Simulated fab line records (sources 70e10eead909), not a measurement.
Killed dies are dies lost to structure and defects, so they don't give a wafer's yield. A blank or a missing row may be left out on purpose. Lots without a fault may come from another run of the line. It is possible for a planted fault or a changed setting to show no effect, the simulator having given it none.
What tool caused it? / flow nand_harc / 11 lots with 33 wafers sampled at 6 steps, on a route of 1159 steps

== WHAT THE GAUGES SHOWED, per wafer ==
NHARC_P_GATE_CD_MEAS_26: the cd target is 120 nm.
lot=L979; measured=day 5 01:56; on=cd_sem-03; cd_nm (nm)=120.5 120.3 120.0
lot=L982; measured=day 5 23:35; on=cd_sem-02; cd_nm (nm)=120.6 120.5 119.7
lot=L984; measured=day 6 09:48; on=cd_sem-02; cd_nm (nm)=119.9 119.9 120.7
lot=L991; measured=day 8 04:37; on=cd_sem-02; cd_nm (nm)=120.4 120.0 120.2
lot=L994; measured=day 8 17:50; on=cd_sem-01; cd_nm (nm)=120.4 120.0 120.1
lot=L993; measured=day 8 18:24; on=cd_sem-01; cd_nm (nm)=122.9 123.5 122.9 122.4 123.8 122.8
lot=L996; measured=day 9 04:42; on=cd_sem-02; cd_nm (nm)=122.1 121.7 122.0 122.3 121.8 122.3
lot=L997; measured=day 9 05:02; on=cd_sem-02; cd_nm (nm)=120.0 120.1 120.1
lot=L998; measured=day 9 17:40; on=cd_sem-03; cd_nm (nm)=119.8 120.7 119.7
lot=L100; measured=day 10 02:03; on=cd_sem-03; cd_nm (nm)=120.2 119.4 120.0
lot=L101; measured=day 10 01:43; on=cd_sem-01; cd_nm (nm)=120.4 120.5 120.7

NHARC_END_SORT_01.
lot=L994; measured=day 24 07:40; on=prober-01; killed_at_array=26 41 22; killed_at_other=0 0 0; killed_at_periphery=4 2 3; killed_dies=30 43 25; killed_open=7 8 2; killed_short=2 3 3
lot=L993; measured=day 24 15:25; on=prober-02; killed_at_array=15 17 10; killed_at_other=0 1 0; killed_at_periphery=1 3 2; killed_dies=16 21 12; killed_open=1 6 2; killed_short=2 2 1
lot=L996; measured=day 25 08:06; on=prober-01; killed_at_array=27 29 28; killed_at_other=0 0 0; killed_at_periphery=6 4 5; killed_dies=33 33 33; killed_open=2 1 2; killed_short=4 5 1

== TOOL THAT RAN EACH LOT (tool first, then ch and the chambers of the sampled wafers, then the start) ==
lot=L979; NHARC_P_STI_DESCUM_14=rie_diel-10 ch 0,2,3, day 2 20:22; NHARC_P_GATE_EXPOSE_23=arfi_scanner-01 ch 0, day 5 01:48; NHARC_P_GATE_HM_OPEN_105=rie_diel-01 ch 0,1,3, day 5 16:41 or earlier; NHARC_P_GATE_STRIP_76=plasma_asher-02 ch 0,1, day 5 16:41
lot=L982; NHARC_P_STI_DESCUM_14=rie_diel-03 ch 0,2,3, day 3 13:08; NHARC_P_GATE_EXPOSE_23=arfi_scanner-03 ch 0, day 5 23:27; NHARC_P_GATE_HM_OPEN_105=rie_diel-05 ch 0,2,3, day 6 14:11 or earlier; NHARC_P_GATE_STRIP_76=plasma_asher-01 ch 0,1, day 6 14:11
lot=L984; NHARC_P_STI_DESCUM_14=rie_diel-04 ch 0,3, day 3 23:21; NHARC_P_GATE_EXPOSE_23=arfi_scanner-03 ch 0, day 6 09:40; NHARC_P_GATE_HM_OPEN_105=rie_diel-13 ch 0,3, day 7 00:46 or earlier; NHARC_P_GATE_STRIP_76=plasma_asher-02 ch 0,1, day 7 00:46
lot=L991; NHARC_P_STI_DESCUM_14=rie_diel-10 ch 1,2, day 5 18:01; NHARC_P_GATE_EXPOSE_23=arfi_scanner-01 ch 0, day 8 04:29; NHARC_P_GATE_HM_OPEN_105=rie_diel-05 ch 0,2, day 8 19:14 or earlier; NHARC_P_GATE_STRIP_76=plasma_asher-01 ch 0,1, day 8 19:14
lot=L994; NHARC_P_STI_DESCUM_14=rie_diel-04 ch 1,2, day 6 09:01; NHARC_P_GATE_EXPOSE_23=arfi_scanner-03 ch 0, day 8 17:42; NHARC_P_GATE_HM_OPEN_105=rie_diel-13 ch 0,2,3, day 9 08:29 or earlier; NHARC_P_GATE_STRIP_76=plasma_asher-02 ch 0,1, day 9 08:29
lot=L993; NHARC_P_STI_DESCUM_14=rie_diel-10 ch 0,1,2, day 6 09:03; NHARC_P_GATE_EXPOSE_23=arfi_scanner-03 ch 0, day 8 18:16; NHARC_P_GATE_HM_OPEN_105=rie_diel-01 ch 0,1,2, day 9 15:17 or earlier; NHARC_P_GATE_STRIP_76=plasma_asher-01 ch 0,1, day 9 15:17
lot=L996; NHARC_P_STI_DESCUM_14=rie_diel-10 ch 0,1,3, day 7 00:53; NHARC_P_GATE_EXPOSE_23=arfi_scanner-03 ch 0, day 9 04:34; NHARC_P_GATE_HM_OPEN_105=rie_diel-13 ch 0,1,3, day 10 01:15 or earlier; NHARC_P_GATE_STRIP_76=plasma_asher-02 ch 0,1, day 10 01:15
lot=L997; NHARC_P_STI_DESCUM_14=rie_diel-04 ch 0,1,3, day 7 05:34; NHARC_P_GATE_EXPOSE_23=arfi_scanner-02 ch 0, day 9 04:54; NHARC_P_GATE_HM_OPEN_105=rie_diel-05 ch 0,1,2, day 9 20:50 or earlier; NHARC_P_GATE_STRIP_76=plasma_asher-01 ch 0,1, day 9 20:50
lot=L998; NHARC_P_STI_DESCUM_14=rie_diel-04 ch 0,2, day 7 11:23; NHARC_P_GATE_EXPOSE_23=arfi_scanner-01 ch 0, day 9 17:32; NHARC_P_GATE_HM_OPEN_105=rie_diel-05 ch 0,1, day 10 08:56 or earlier; NHARC_P_GATE_STRIP_76=plasma_asher-01 ch 0,1, day 10 08:56
lot=L100; NHARC_P_STI_DESCUM_14=rie_diel-10 ch 1,2, day 8 01:58; NHARC_P_GATE_EXPOSE_23=arfi_scanner-01 ch 0, day 10 01:55; NHARC_P_GATE_HM_OPEN_105=rie_diel-01 ch 0,3, day 10 16:42 or earlier; NHARC_P_GATE_STRIP_76=plasma_asher-02 ch 0,1, day 10 16:42
lot=L101; NHARC_P_STI_DESCUM_14=rie_diel-04 ch 0,3, day 8 02:07; NHARC_P_GATE_EXPOSE_23=arfi_scanner-01 ch 0, day 10 01:35; NHARC_P_GATE_HM_OPEN_105=rie_diel-05 ch 0,3, day 10 16:31 or earlier; NHARC_P_GATE_STRIP_76=plasma_asher-01 ch 0,1, day 10 16:31
- NHARC_P_STI_DESCUM_14: chemistry O2, time 3 s.
- NHARC_P_GATE_EXPOSE_23: exposes mask P GATE, target cd 120 nm.
- NHARC_P_GATE_HM_OPEN_105: chemistry O2/COS, target depth 360 nm.
- NHARC_P_GATE_STRIP_76: strips in O2.

== AS READ BY THE TOOLS THEMSELVES (means over the sampled wafers that have a number; for cases with no such wafer, the mark the record gives instead) ==
NHARC_P_STI_DESCUM_14.
lot=L979; tool=rie_diel-10; drypump_motor_current_A (A)=5.5; oes_product_au (a.u.)=1.007; rf_vpp_V (V)=58.5; showerhead_plenum_p_Torr (Torr)=1.86; throttle_valve_pct (%)=11.306
lot=L982; tool=rie_diel-03; drypump_motor_current_A (A)=5.3; oes_product_au (a.u.)=0.998; rf_vpp_V (V)=58.2; showerhead_plenum_p_Torr (Torr)=1.97; throttle_valve_pct (%)=11.308
lot=L984; tool=rie_diel-04; drypump_motor_current_A (A)=5.7; oes_product_au (a.u.)=0.996; rf_vpp_V (V)=57.6; showerhead_plenum_p_Torr (Torr)=1.93; throttle_valve_pct (%)=11.319
lot=L991; tool=rie_diel-10; drypump_motor_current_A (A)=5.5; oes_product_au (a.u.)=1.007; rf_vpp_V (V)=57.9; showerhead_plenum_p_Torr (Torr)=1.96; throttle_valve_pct (%)=11.309
lot=L994; tool=rie_diel-04; drypump_motor_current_A (A)=6.2; oes_product_au (a.u.)=1.004; rf_vpp_V (V)=58.0; showerhead_plenum_p_Torr (Torr)=1.96; throttle_valve_pct (%)=11.316
lot=L993; tool=rie_diel-10; drypump_motor_current_A (A)=5.6; oes_product_au (a.u.)=1.000; rf_vpp_V (V)=57.2; showerhead_plenum_p_Torr (Torr)=1.91; throttle_valve_pct (%)=11.304
lot=L996; tool=rie_diel-10; drypump_motor_current_A (A)=5.5; oes_product_au (a.u.)=1.004; rf_vpp_V (V)=57.7; showerhead_plenum_p_Torr (Torr)=1.90; throttle_valve_pct (%)=11.315
lot=L997; tool=rie_diel-04; drypump_motor_current_A (A)=5.5; oes_product_au (a.u.)=1.000; rf_vpp_V (V)=57.5; showerhead_plenum_p_Torr (Torr)=1.92; throttle_valve_pct (%)=11.312
lot=L998; tool=rie_diel-04; drypump_motor_current_A (A)=6.3; oes_product_au (a.u.)=0.994; rf_vpp_V (V)=57.3; showerhead_plenum_p_Torr (Torr)=1.94; throttle_valve_pct (%)=11.316
lot=L100; tool=rie_diel-10; drypump_motor_current_A (A)=5.5; oes_product_au (a.u.)=1.003; rf_vpp_V (V)=59.0; showerhead_plenum_p_Torr (Torr)=1.96; throttle_valve_pct (%)=11.318
lot=L101; tool=rie_diel-04; drypump_motor_current_A (A)=5.8; oes_product_au (a.u.)=0.999; rf_vpp_V (V)=57.9; showerhead_plenum_p_Torr (Torr)=1.93; throttle_valve_pct (%)=11.321

NHARC_P_GATE_EXPOSE_23.
lot=L979 tool=arfi_scanner-01 exposure_dose_mJ_cm2=93.90
lot=L982 tool=arfi_scanner-03 exposure_dose_mJ_cm2=93.98
lot=L984 tool=arfi_scanner-03 exposure_dose_mJ_cm2=93.98
lot=L991 tool=arfi_scanner-01 exposure_dose_mJ_cm2=93.95
lot=L994 tool=arfi_scanner-03 exposure_dose_mJ_cm2=93.97
lot=L993 tool=arfi_scanner-03 exposure_dose_mJ_cm2=90.08
lot=L996 tool=arfi_scanner-03 exposure_dose_mJ_cm2=89.96
lot=L997 tool=arfi_scanner-02 exposure_dose_mJ_cm2=93.83
lot=L998 tool=arfi_scanner-01 exposure_dose_mJ_cm2=93.87
lot=L100 tool=arfi_scanner-01 exposure_dose_mJ_cm2=93.97
lot=L101 tool=arfi_scanner-01 exposure_dose_mJ_cm2=93.78

NHARC_P_GATE_HM_OPEN_105.
lot=L979; tool=rie_diel-01; drypump_motor_current_A (A)=5.7; oes_product_au (a.u.)=0.996; rf_vpp_V (V)=469.8; showerhead_plenum_p_Torr (Torr)=3.24; throttle_valve_pct (%)=28.336
lot=L982; tool=rie_diel-05; drypump_motor_current_A (A)=5.2; oes_product_au (a.u.)=0.994; rf_vpp_V (V)=466.3; showerhead_plenum_p_Torr (Torr)=3.10; throttle_valve_pct (%)=28.326
lot=L984; tool=rie_diel-13; drypump_motor_current_A (A)=5.4; oes_product_au (a.u.)=0.998; rf_vpp_V (V)=463.2; showerhead_plenum_p_Torr (Torr)=2.97; throttle_valve_pct (%)=28.328
lot=L991; tool=rie_diel-05; drypump_motor_current_A (A)=5.1; oes_product_au (a.u.)=0.994; rf_vpp_V (V)=466.9; showerhead_plenum_p_Torr (Torr)=3.11; throttle_valve_pct (%)=28.342
lot=L994; tool=rie_diel-13; drypump_motor_current_A (A)=5.7; oes_product_au (a.u.)=0.999; rf_vpp_V (V)=464.6; showerhead_plenum_p_Torr (Torr)=3.00; throttle_valve_pct (%)=28.337
lot=L993; tool=rie_diel-01; drypump_motor_current_A (A)=5.9; oes_product_au (a.u.)=0.987; rf_vpp_V (V)=468.8; showerhead_plenum_p_Torr (Torr)=3.20; throttle_valve_pct (%)=28.327
lot=L996; tool=rie_diel-13; drypump_motor_current_A (A)=5.7; oes_product_au (a.u.)=1.005; rf_vpp_V (V)=463.2; showerhead_plenum_p_Torr (Torr)=2.96; throttle_valve_pct (%)=28.330
lot=L997; tool=rie_diel-05; drypump_motor_current_A (A)=5.6; oes_product_au (a.u.)=1.000; rf_vpp_V (V)=466.6; showerhead_plenum_p_Torr (Torr)=3.07; throttle_valve_pct (%)=28.331
lot=L998; tool=rie_diel-05; drypump_motor_current_A (A)=6.0; oes_product_au (a.u.)=1.007; rf_vpp_V (V)=465.2; showerhead_plenum_p_Torr (Torr)=3.03; throttle_valve_pct (%)=28.336
lot=L100; tool=rie_diel-01; drypump_motor_current_A (A)=5.8; oes_product_au (a.u.)=0.999; rf_vpp_V (V)=467.6; showerhead_plenum_p_Torr (Torr)=3.17; throttle_valve_pct (%)=28.334
lot=L101; tool=rie_diel-05; drypump_motor_current_A (A)=5.3; oes_product_au (a.u.)=0.993; rf_vpp_V (V)=466.6; showerhead_plenum_p_Torr (Torr)=3.09; throttle_valve_pct (%)=28.325

NHARC_P_GATE_STRIP_76.
lot=L979; tool=plasma_asher-02; drypump_motor_current_A (A)=5.37; heater_power_w (W)=305
lot=L982; tool=plasma_asher-01; drypump_motor_current_A (A)=5.68; heater_power_w (W)=334
lot=L984; tool=plasma_asher-02; drypump_motor_current_A (A)=5.33; heater_power_w (W)=322
lot=L991; tool=plasma_asher-01; drypump_motor_current_A (A)=5.85; heater_power_w (W)=312
lot=L994; tool=plasma_asher-02; drypump_motor_current_A (A)=5.36; heater_power_w (W)=308
lot=L993; tool=plasma_asher-01; drypump_motor_current_A (A)=5.68; heater_power_w (W)=328
lot=L996; tool=plasma_asher-02; drypump_motor_current_A (A)=5.32; heater_power_w (W)=321
lot=L997; tool=plasma_asher-01; drypump_motor_current_A (A)=5.66; heater_power_w (W)=333
lot=L998; tool=plasma_asher-01; drypump_motor_current_A (A)=5.84; heater_power_w (W)=305
lot=L100; tool=plasma_asher-02; drypump_motor_current_A (A)=5.37; heater_power_w (W)=313
lot=L101; tool=plasma_asher-01; drypump_motor_current_A (A)=5.84; heater_power_w (W)=306

== THE ANSWER, worked out from the rows above alone ==
Rule: what is usual is taken from the lots themselves. The widest of any qualifying gaps counts: lots, ordered by their means at a reading, are off when they make up no more than a third of the lots, leave a main group of 4 or more, and stand apart from it by 3 or more times the standard deviation of that group's means. The tables above print the reading to a certain number of digits; a main group whose means all agree to those digits is not used. Also off: a lot with no number at a reading for which 4 or more lots have one. The other lots that the step has rows for count as sound. Order of review: gauges by route order, followed by the tools' own readings, for which a lot's mean as printed above is used. At the first step where some lot is off, the reading lying furthest off is the one used; lots without a number count as furthest.
Off, at NHARC_P_GATE_CD_MEAS_26 on cd_nm: L993, L996. For the main group the mean is 120.2 nm and the standard deviation 0.17.
If a tool, at a process step before that reading, ran all the lots that are off and no sound lot after the first of them, it fits. The gauges at NHARC_P_GATE_CD_MEAS_26 aren't tried: what is off there is off at NHARC_P_GATE_EXPOSE_23 too, on other tools, and a gauge's error can't cause that. One fits: arfi_scanner-03 at NHARC_P_GATE_EXPOSE_23. A fault onset in the window from L994 (day 8 17:42, its last sound lot) to L993 (day 8 18:16, its first lot off) fits.
The tool's own readings at NHARC_P_GATE_EXPOSE_23 bear it out: on the lots that are off they differ by more than 5 times the standard deviation of the sound lots' means. exposure_dose_mJ_cm2 reads 90.02 there against 93.91 on the sound lots.

== WHAT THE SIMULATOR PUT IN ==
Process parameter drift: arfi_scanner-03, from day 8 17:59 on, at NHARC_P_GATE_EXPOSE_23. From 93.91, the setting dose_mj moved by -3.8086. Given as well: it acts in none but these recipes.
Struck lots among those shown: L993, L996. The rule given above showed the same thing.
